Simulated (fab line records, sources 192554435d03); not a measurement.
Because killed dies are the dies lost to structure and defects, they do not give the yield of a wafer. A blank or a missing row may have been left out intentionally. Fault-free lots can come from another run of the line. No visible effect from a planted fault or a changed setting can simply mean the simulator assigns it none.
Chamber matching :: flow n5_finfet :: 4 sister chambers for N5_BEOL_M7_ALD_77 on ald_metal-01
The step deposits TaN, target thk 2 nm, pulse time 2 s, purge time 3 s. 14 wafers are shown with their chamber, then 7 later ones without.

== WAFERS WITH THEIR CHAMBER ==
wafer: L075.2
chamber: 1
heater_power_w (W): 384

wafer: L075.4
chamber: 3
heater_power_w (W): 403

wafer: L075.6
chamber: 1
heater_power_w (W): 384

wafer: L082.3
chamber: 3
heater_power_w (W): 401

wafer: L082.4
chamber: 1
heater_power_w (W): 387

wafer: L082.6
chamber: 0
heater_power_w (W): 421

wafer: L090.3
chamber: 3
heater_power_w (W): 402

wafer: L090.4
chamber: 2
heater_power_w (W): 344

wafer: L090.5
chamber: 0
heater_power_w (W): 423

wafer: L093.1
chamber: 2
heater_power_w (W): 337

wafer: L093.4
chamber: 1
heater_power_w (W): 378

wafer: L093.6
chamber: 2
heater_power_w (W): 346

wafer: L094.1
chamber: 2
heater_power_w (W): 342

wafer: L094.2
chamber: 1
heater_power_w (W): 393

SIGNATURES, as means of the wafers listed above
reading: heater_power_w
chamber 0: 422.00
chamber 1: 385.20
chamber 2: 342.25
chamber 3: 402.00
scatter within a chamber: 4.09
Rule: for each reading, subtract the chamber's mean from the wafer's reading, divide by that reading's scatter and square the result; add these up over the readings and take the root, which gives the wafer's distance from the chamber. The wafer belongs to the nearest chamber; if the next one is less than 2 further off, it can't be placed. How the scatter is found: for the shown wafers, subtract from each reading the mean of its chamber, square and add these, divide the total by (wafers less chambers), then take the root.

== WAFERS WITH NO CHAMBER GIVEN ==
wafer: L094.5
heater_power_w (W): 381

wafer: L096.2
heater_power_w (W): 339

wafer: L096.4
heater_power_w (W): 386

wafer: L096.5
heater_power_w (W): 343

wafer: L097.2
heater_power_w (W): 419

wafer: L097.3
heater_power_w (W): 347

wafer: L097.6
heater_power_w (W): 419

== WHICH CHAMBER EACH WENT THROUGH ==
wafer: L094.5
from the rows above: 1
in truth: 1

wafer: L096.2
from the rows above: 2
in truth: 2

wafer: L096.4
from the rows above: 1
in truth: 1

wafer: L096.5
from the rows above: 2
in truth: 2

wafer: L097.2
from the rows above: 0
in truth: 0

wafer: L097.3
from the rows above: 2
in truth: 2

wafer: L097.6
from the rows above: 0
in truth: 0
Correct placement for 7 of the 7. Left unplaced by these rows: 0. Placed wrongly: 0.
